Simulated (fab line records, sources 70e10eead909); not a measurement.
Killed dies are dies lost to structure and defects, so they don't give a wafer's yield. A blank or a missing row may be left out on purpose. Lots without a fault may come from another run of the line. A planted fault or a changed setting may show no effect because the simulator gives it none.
Which tool did it? | flow nand_harc | 24 lots, 72 wafers sampled, at 3 steps of a route of 1159

WHAT THE GAUGES READ, wafer by wafer
NHARC_P_BONDPAD_CD_MEAS_09: target cd 500 nm.
lot  | measured     | on        | cd_nm (nm)
L074 | day 6 16:13  | cd_sem-03 | 499.6 497.5 500.6
L075 | day 6 17:23  | cd_sem-03 | 503.9 501.2 500.5
L076 | day 6 18:52  | cd_sem-02 | 502.4 502.6 500.5
L077 | day 7 07:26  | cd_sem-02 | 500.4 504.7 498.6
L078 | day 7 07:40  | cd_sem-01 | 499.7 498.3 496.8
L079 | day 7 08:40  | cd_sem-01 | 497.8 500.8 499.7
L080 | day 7 22:56  | cd_sem-03 | 499.2 505.6 502.0
L081 | day 8 03:04  | cd_sem-02 | 507.3 501.0 504.8
L082 | day 8 05:05  | cd_sem-02 | 498.7 495.5 504.5
L083 | day 8 17:55  | cd_sem-02 | 502.6 500.0 500.7
L084 | day 8 19:10  | cd_sem-02 | 500.0 502.4 502.9
L087 | day 9 11:58  | cd_sem-01 | 503.2 503.4 502.5
L085 | day 9 12:55  | cd_sem-01 | 496.0 495.7 498.2
L086 | day 9 13:05  | cd_sem-02 | 498.7 497.1 499.4
L088 | day 9 15:52  | cd_sem-02 | 498.7 504.3 500.5
L089 | day 10 09:50 | cd_sem-01 | 497.3 503.4 496.2
L090 | day 10 14:51 | cd_sem-02 | 501.5 498.0 505.6
L091 | day 10 17:05 | cd_sem-03 | 501.9 498.8 502.0
L092 | day 10 23:46 | cd_sem-01 | 501.9 498.4 501.5
L093 | day 11 00:17 | cd_sem-02 | 497.7 498.3 496.7
L094 | day 11 00:38 | cd_sem-03 | 502.1 502.4 503.5
L095 | day 11 16:37 | cd_sem-02 | 498.5 496.7 496.8
L097 | day 12 02:19 | cd_sem-03 | 501.7 502.0 502.0
L096 | day 12 04:14 | cd_sem-03 | 499.9 496.2 504.4

WHICH TOOL RAN EACH LOT (tool, then ch and the chambers of the sampled wafers, then the start)
lot  | NHARC_P_M2_PRE_CLEAN_30                 | NHARC_P_M2_PVD_21
L074 | pvd_sputter-02, day 6 16:13 or earlier  | pvd_sputter-02, day 6 16:13 or earlier
L075 | pvd_sputter-03, day 6 17:23 or earlier  | pvd_sputter-03, day 6 17:23 or earlier
L076 | pvd_sputter-03, day 6 18:52 or earlier  | pvd_sputter-03, day 6 18:52 or earlier
L077 | pvd_sputter-02, day 7 07:26 or earlier  | pvd_sputter-02, day 7 07:26 or earlier
L078 | pvd_sputter-02, day 7 07:40 or earlier  | pvd_sputter-02, day 7 07:40 or earlier
L079 | pvd_sputter-02, day 7 08:40 or earlier  | pvd_sputter-02, day 7 08:40 or earlier
L080 | pvd_sputter-02, day 7 22:56 or earlier  | pvd_sputter-02, day 7 22:56 or earlier
L081 | pvd_sputter-02, day 8 03:04 or earlier  | pvd_sputter-02, day 8 03:04 or earlier
L082 | pvd_sputter-03, day 8 05:05 or earlier  | pvd_sputter-03, day 8 05:05 or earlier
L083 | pvd_sputter-02, day 8 17:55 or earlier  | pvd_sputter-02, day 8 17:55 or earlier
L084 | pvd_sputter-02, day 8 19:10 or earlier  | pvd_sputter-02, day 8 19:10 or earlier
L087 | pvd_sputter-02, day 9 11:58 or earlier  | pvd_sputter-02, day 9 11:58 or earlier
L085 | pvd_sputter-02, day 9 12:55 or earlier  | pvd_sputter-02, day 9 12:55 or earlier
L086 | pvd_sputter-01, day 9 13:05 or earlier  | pvd_sputter-01, day 9 13:05 or earlier
L088 | pvd_sputter-01, day 9 15:52 or earlier  | pvd_sputter-01, day 9 15:52 or earlier
L089 | pvd_sputter-01, day 10 09:50 or earlier | pvd_sputter-01, day 10 09:50 or earlier
L090 | pvd_sputter-01, day 10 14:51 or earlier | pvd_sputter-01, day 10 14:51 or earlier
L091 | pvd_sputter-02, day 10 17:05 or earlier | pvd_sputter-02, day 10 17:05 or earlier
L092 | pvd_sputter-02, day 10 23:46 or earlier | pvd_sputter-02, day 10 23:46 or earlier
L093 | pvd_sputter-01, day 11 00:17 or earlier | pvd_sputter-01, day 11 00:17 or earlier
L094 | pvd_sputter-01, day 11 00:38 or earlier | pvd_sputter-01, day 11 00:38 or earlier
L095 | pvd_sputter-03, day 11 16:37 or earlier | pvd_sputter-03, day 11 16:37 or earlier
L097 | pvd_sputter-03, day 12 02:19 or earlier | pvd_sputter-03, day 12 02:19 or earlier
L096 | pvd_sputter-02, day 12 04:14 or earlier | pvd_sputter-02, day 12 04:14 or earlier
- NHARC_P_M2_PRE_CLEAN_30: time 30 s.
- NHARC_P_M2_PVD_21: deposits Cu, target thk 30 nm, time 20.49 s.

WHAT THE TOOLS THEMSELVES READ (means of the sampled wafers that have a number; where no wafer has one, the mark that the record gives instead)
NHARC_P_M2_PRE_CLEAN_30.
lot  | tool           | heater_power_w (W)
L074 | pvd_sputter-02 | 364
L075 | pvd_sputter-03 | 394
L076 | pvd_sputter-03 | 396
L077 | pvd_sputter-02 | 371
L078 | pvd_sputter-02 | 367
L079 | pvd_sputter-02 | 369
L080 | pvd_sputter-02 | 362
L081 | pvd_sputter-02 | 367
L082 | pvd_sputter-03 | 398
L083 | pvd_sputter-02 | 384
L084 | pvd_sputter-02 | 381
L087 | pvd_sputter-02 | 380
L085 | pvd_sputter-02 | 390
L086 | pvd_sputter-01 | 399
L088 | pvd_sputter-01 | 405
L089 | pvd_sputter-01 | 407
L090 | pvd_sputter-01 | 425
L091 | pvd_sputter-02 | 383
L092 | pvd_sputter-02 | 371
L093 | pvd_sputter-01 | 396
L094 | pvd_sputter-01 | 413
L095 | pvd_sputter-03 | 404
L097 | pvd_sputter-03 | 398
L096 | pvd_sputter-02 | 386

NHARC_P_M2_PVD_21.
lot  | tool           | throttle_valve_pct (%)
L074 | pvd_sputter-02 | 30.0
L075 | pvd_sputter-03 | 30.4
L076 | pvd_sputter-03 | 29.7
L077 | pvd_sputter-02 | 30.1
L078 | pvd_sputter-02 | 30.6
L079 | pvd_sputter-02 | 30.3
L080 | pvd_sputter-02 | 29.7
L081 | pvd_sputter-02 | 30.1
L082 | pvd_sputter-03 | 29.3
L083 | pvd_sputter-02 | 29.6
L084 | pvd_sputter-02 | 30.2
L087 | pvd_sputter-02 | 30.5
L085 | pvd_sputter-02 | 30.3
L086 | pvd_sputter-01 | 29.9
L088 | pvd_sputter-01 | 30.3
L089 | pvd_sputter-01 | 30.4
L090 | pvd_sputter-01 | 29.4
L091 | pvd_sputter-02 | 29.9
L092 | pvd_sputter-02 | 29.9
L093 | pvd_sputter-01 | 30.2
L094 | pvd_sputter-01 | 30.0
L095 | pvd_sputter-03 | 29.7
L097 | pvd_sputter-03 | 30.3
L096 | pvd_sputter-02 | 30.4

THE ANSWER, worked out from the rows above alone
Rule: what is usual is taken from the lots themselves. Put in order of their means at a reading, lots are off if they are a third of the lots or fewer, leave a main group of 4 or more, and stand apart from it by a gap of 3 or more times the standard deviation of the main group's means; of several such gaps the widest counts. A main group whose means are all the same, to the digits that the tables above print for the reading, isn't used. A lot without any number at a reading at which 4 lots or more have one is off too. The other lots that the step has rows for count as sound. The gauges are gone through in route order, then the tools' own readings, and for those a lot's mean is taken as printed above. The first step at which some lot is off is used, and at that step the reading that is off furthest; a lot without a number counts as furthest.
No lot is off at any reading shown: from this, nothing can be told.

WHAT THE SIMULATOR HAD PUT IN
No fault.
